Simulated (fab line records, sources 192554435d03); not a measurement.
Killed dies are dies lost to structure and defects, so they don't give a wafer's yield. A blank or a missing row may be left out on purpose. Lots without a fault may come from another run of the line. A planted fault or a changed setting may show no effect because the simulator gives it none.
A struck lot beside a sound one | flow n5_finfet | 37 steps out of a route of 1938
Sound: wafers L550.3, L550.4, L550.6. Struck: wafer L544.3. (L544.4 of the same lot was not struck and is left out.) The cause comes at the end.
At each step with rows: each side's tool, then ch and its chambers, then its first start. Under that, the readings that differ: sound wafers | struck wafers | difference of the means | sigmas: that difference in standard deviations of wafers without a fault.
alike: readings whose means differ by less than 2 such deviations, and words and numbers that are the same on both sides. not compared: withheld readings, readings that some wafer has no value for, bounds like >300 that may hide the same value, and numbers for which the record gives no deviation and whose values overlap.
The two part at a step that has a row with sigmas, a row that says differs or no value, or rows on one side only. Numbers that don't overlap but have no deviation are shown without sigmas and don't part them. A reading that every wafer of one side lacks parts them only if that side has two wafers or more.

first, 8 steps without rows for these wafers: N5_BEOL_M2_ANNEAL_51 (time 90 s); N5_BEOL_M2_CMP_52 (polishes, stops on SiOC, t overpolish 6.8 s, target thk 40 nm); N5_BEOL_M2_PRE_CLEAN_60 (time 15 s); N5_BEOL_M2_CO_CAP_55 (material Co, precursor CCTBA/H2, target thk 2 nm, time 102.1 s); N5_BEOL_M2_PRE_CLEAN_56 (time 15 s); N5_BEOL_M2_DEP_57 (deposits SiCN from 3MS/NH3, target thk 8 nm, time 14 s); N5_BEOL_M3_ILD_DEP_00 (deposits SiOC from DEMS/O2, target thk 79 nm, time 15.3 s); N5_BEOL_M3_PECVD_72 (deposits SiO2 from TEOS/O2, target thk 16 nm, time 18 s).
N5_BEOL_M3_HM_DEP_02: deposits TiN, target thk 20 nm.
  sound on pvd_sputter-02, day 12 18:45; struck on pvd_sputter-01, day 10 23:27
  reading                                    | sound          | struck | difference | sigmas
  model.TiN_of_BEOL_M3_HM_DEP_02.thk_nm (nm) | 20.2 19.8 20.2 | 11.4   | -8.7       |
  alike: substrate_temp_c, susceptor_temp_C, throttle_valve_pct
then, 16 steps without rows for these wafers: N5_BEOL_M3_COAT_61 (time 60 s, resist thk 60 nm); N5_BEOL_M3_COAT_62 (time 60 s, resist thk 12 nm); N5_BEOL_M3_COAT_73 (time 60 s, resist thk 5 nm); N5_BEOL_M3_COAT_05 (resist thk 30 nm); N5_BEOL_M3_EBR_07; N5_BEOL_M3_SOFTBAKE_06 (time 60 s); N5_BEOL_M3_EXPOSE_08 (exposes mask M3); N5_BEOL_M3_PEB_09 (peb time 60 s); N5_BEOL_M3_DEVELOP_10 (develop time 30 s); N5_BEOL_M3_DESCUM_16 (chemistry O2, time 7 s); N5_BEOL_M3_ETCH_74 (etches underlayer in N2/H2, target depth 6.5 nm, time 5.2 s); N5_BEOL_M3_ETCH_63 (etches SiARC in CF4, target depth 15.6 nm, time 26 s); N5_BEOL_M3_ETCH_64 (etches SOC in N2/H2, target depth 75 nm, overetch 15 nm, time 112.5 s); N5_BEOL_M3_STRIP_65 (strips in N2/H2); N5_BEOL_M3_STRIP_75 (strips in N2/H2); N5_BEOL_M3_STRIP_66 (strips in CF4).
N5_BEOL_M3_HM_OPEN_17: chemistry Cl2/BCl3, target TiN, target depth 20 nm, overetch 6 nm.
  sound on rie_metal-03 ch 0,1, day 12 19:41; struck on rie_metal-03 ch 1, day 11 00:14
  reading                  | sound             | struck | difference | sigmas
  model.etch.depth_nm (nm) | 20.14 19.83 20.15 | 11.43  | -8.61      |
  alike: bias_w, drypump_motor_current_A, oes_product_au, throttle_valve_pct
  not compared: rf_hours_counter_h
then, 8 steps without rows for these wafers: N5_BEOL_M3_STRIP_19 (strips in O2); N5_BEOL_M3_COAT_67 (time 60 s, resist thk 60 nm); N5_BEOL_M3_COAT_68 (time 60 s, resist thk 12 nm); N5_BEOL_M3_COAT_76 (time 60 s, resist thk 5 nm); N5_BEOL_M3_COAT_22 (resist thk 30 nm); N5_BEOL_M3_EBR_24; N5_BEOL_M3_SOFTBAKE_23 (time 60 s); N5_BEOL_M3_EXPOSE_25 (exposes mask V2, defocus 5 nm).
N5_BEOL_M3_TRENCH_ETCH_37: etches SiOC in C4F6/O2, target depth 55.555 nm, time 29.2 s.
  sound on rie_diel-04 ch 0,2,3; struck on rie_diel-02 ch 1
  reading                                    | sound          | struck | difference | sigmas
  model.TiN_of_BEOL_M3_HM_DEP_02.thk_nm (nm) | 17.8 17.4 17.8 | 9      | -9         |
  alike: bias_w, drypump_motor_current_A, oes_o_777_au, oes_product_au, rf_vpp_V, showerhead_plenum_p_Torr, throttle_valve_pct
  not compared: rf_hours_counter_h
N5_BEOL_M4_RC_MEAS_101:
  sound on prober-02 ch 0, day 13 23:01; struck on prober-02 ch 0, day 12 00:31
  reading        | sound             | struck | difference | sigmas
  IOFF_N (nA/um) | 0.142 0.200 0.214 | 0.088  | -0.097     | -3
  IOFF_P (nA/um) | 0.20 0.25 0.26    | 0.12   | -0.12      | -3
  ION_N (uA/um)  | 690 686 705       | 642    | -52        | -4
  ION_P (uA/um)  | 471 472 481       | 441    | -34        | -4
  VT_N (mV)      | 253 247 243       | 262    | +14        | +4
  VT_P (mV)      | -250 -247 -244    | -259   | -12        | -3
  alike: DIBL_N, DIBL_P, SS_N, SS_P
then, 1 step without rows for these wafers: N5_PASSIVATION_PROBE_49.

WHERE THEY PART
Only at N5_BEOL_M4_RC_MEAS_101, within this record.

WHY: what the simulator had put in
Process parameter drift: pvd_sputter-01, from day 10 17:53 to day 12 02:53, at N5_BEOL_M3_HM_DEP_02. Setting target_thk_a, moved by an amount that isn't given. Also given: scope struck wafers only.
